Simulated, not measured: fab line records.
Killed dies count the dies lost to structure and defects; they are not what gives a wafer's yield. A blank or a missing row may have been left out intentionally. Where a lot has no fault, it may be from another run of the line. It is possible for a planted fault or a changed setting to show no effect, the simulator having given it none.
Split-lot experiment ; flow n5 finfet ; route with 1938 steps; 7 lots, 21 wafers read

== THE SPLIT ITSELF ==
At N5_BEOL_M2_DESCUM_16 (chemistry O2, time 7 s), the setting time s was moved away from the recipe's 7 s on 7 of the 21 wafers read, by -16.6% to +11.9%. This setting was run at the recipe's value on the other wafers.

The split's own step is where the reading is taken.

== THE READING ==
CAR-EUV_of_BEOL_M2_COAT_05.thk nm (the simulator's own value, which no gauge read), in nm, at N5_BEOL_M2_DESCUM_16 (chemistry O2, time 7 s). No usual value for it is given in the file. The 14 wafers here that ran the recipe average 26.1 nm, standard deviation 0.1 nm.

wafer;tool, chamber at the split;time s as run, s;against the recipe;CAR-EUV_of_BEOL_M2_COAT_05.thk nm, nm;against lot-mates on the recipe
L075.1;rie diel-02, 3;7;recipe;26.2;-
L075.5;rie diel-02, 3;7;recipe;26.2;-
L075.3;rie diel-02, 0;6.077;-13.2%;26.6;+0.4
L082.1;rie diel-03, 0;7;recipe;26;-
L082.2;rie diel-03, 1,3;7;recipe;26.2;-
L082.6;rie diel-03, 1,3;7;recipe;26.2;-
L083.1;rie diel-04, 3,0;7;recipe;26;-
L083.3;rie diel-04, 3,0;7;recipe;26;-
L083.4;rie diel-04, 1;6.363;-9.1%;26.4;+0.4
L087.1;rie diel-04, 0;7.83;+11.9%;25.6;-0.5
L087.2;rie diel-04, 2;7;recipe;26;-
L087.4;rie diel-04, 2;7;recipe;26.2;-
L093.3;rie diel-03, 3;7;recipe;26.2;-
L093.5;rie diel-03, 3;7;recipe;26.2;-
L093.6;rie diel-03, 2;7;recipe;26;-
L095.2;rie diel-03, 1,2;5.841;-16.6%;26.6;+0.6
L095.6;rie diel-03, 1,2;5.841;-16.6%;26.6;+0.6
L095.4;rie diel-03, 0;7;recipe;26;-
L096.1;rie diel-03, 1,0;5.952;-15.0%;26.6;+0.6
L096.3;rie diel-03, 1,0;5.952;-15.0%;26.6;+0.6
L096.6;rie diel-03, 3;7;recipe;26;-
If several chambers appear in one row, that row covers several wafers at once and the file leaves open which wafer was in which chamber.

THE FIT
A straight line over all 21 wafers: CAR-EUV_of_BEOL_M2_COAT_05.thk nm changes by -0.0341 nm for each +1% of time s; r = -0.94; the points scatter about the line by 0.091 nm.
The same after taking each lot's own level away (the mean of its wafers on the recipe; 21 wafers): -0.038 nm for each +1%; r = -0.97; scatter 0.07 nm.
The reading moves by 0.63 nm for the largest change in time s, on that fit.
From 26.00 to 26.20 nm: that is the span of the lots' own levels, equal to 2.0 times the standard deviation above.
Hence the slope depends on the lot-to-lot level, as the two fits are not the same.
Check: with one of the wafers moved furthest among these (-16.6%) left out of the fit, the line predicts +0.631 nm for it against its lot-mates. It came out at +0.6 nm against them.

== THE FILE'S OWN FIT ==
CAR-EUV_of_BEOL_M2_COAT_05.thk nm changes by -0.0377 nm for each +1% of time s, r = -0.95.
